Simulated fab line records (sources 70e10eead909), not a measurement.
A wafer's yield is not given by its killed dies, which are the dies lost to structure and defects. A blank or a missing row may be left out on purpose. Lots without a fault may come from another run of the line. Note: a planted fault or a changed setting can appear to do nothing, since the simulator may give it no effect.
Code-filled problem report in 8D (eight disciplines) form | flow nand harc | the parts of the form that need people (team, actions taken, sign-off) are left out

## 1. WHAT IS WRONG
Wafers without a fault read 141.3 s, standard deviation 0.49; run length s at NHARC_A_WL_FILL_ETCHBACK_04 reads a mean of 126.7 s on 6 wafers belonging to 2 lots. That is -30 standard deviations from the usual mean.
The step: etches the open film in NF3, target depth 60 nm, time 120 s.
Earliest sighting: wafer L954.2 on rie metal-03 at day 27 22:12. The record has a number at this step for 39 wafers belonging to 13 lots. By rule, "out" or "out of limits" means more than 4 standard deviations away from the usual mean. All remaining wafers that have a number are taken as sound.

## 2. WHAT IT IS; WHAT IT IS NOT
question                    | is                     | is not
which readings at this step | run length s           | drypump motor current A, oes product au
which lots                  | L954, L955             | L937, L938, L939, L940, L941, L943, L944, L945, L946, L948, L951
which wafers of those lots  | all that have a number | -
read on which tools         | rie metal-03           | rie metal-01, rie metal-02
when                        | from day 27 22:12      | up to then (33 sound wafers)

## 3. SUSPECTS, AND WHAT RULES EACH OUT
Counting: a tool stays on the suspect list if, at a process step up to the reading, it processed all lots that are out and no sound lot following the first of them.
- rie metal-03 at NHARC_A_WL_FILL_ETCHBACK_04 (etches the open film in NF3, target depth 60 nm, time 120 s): kept. It processed each lot that is out, first L954 at day 27 22:12, and no sound lot thereafter; up to then, the last sound lot it processed was L951 at day 27 08:26. Its own run length s readings are out on those wafers.
After counting, what remains is rie metal-03 at NHARC_A_WL_FILL_ETCHBACK_04.

## 4. THE CAUSE (what the simulator had put in)
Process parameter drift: rie metal-03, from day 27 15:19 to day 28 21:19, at NHARC_A_WL_FILL_ETCHBACK_04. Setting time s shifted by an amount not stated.
The count eliminated every tool but this one.

## 5. THE EFFECT CHAIN, in route order
Each row: a reading whose mean over the struck wafers that have a number lies more than 3 standard deviations from the usual. Scope: only readings with a usual standard deviation given in the record; hours: median across lots of the time from each lot's start at the first step in this table that gives one to its start at this step; sigmas: change in usual standard deviations.
hours | step                        | reading      | usual   | on struck wafers | change | sigmas
0     | NHARC_A_WL_FILL_ETCHBACK_04 | run length s | 141.3 s | 126.7            | -14.6  | -30
Process steps it contains:
- NHARC_A_WL_FILL_ETCHBACK_04: etches the open film in NF3, target depth 60 nm, time 120 s.

## 6. HOW IT WOULD HAVE BEEN CAUGHT EARLIER
In this record no reading fell out of limits until day 27 22:12, 7 hours after the fault had begun at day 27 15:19.
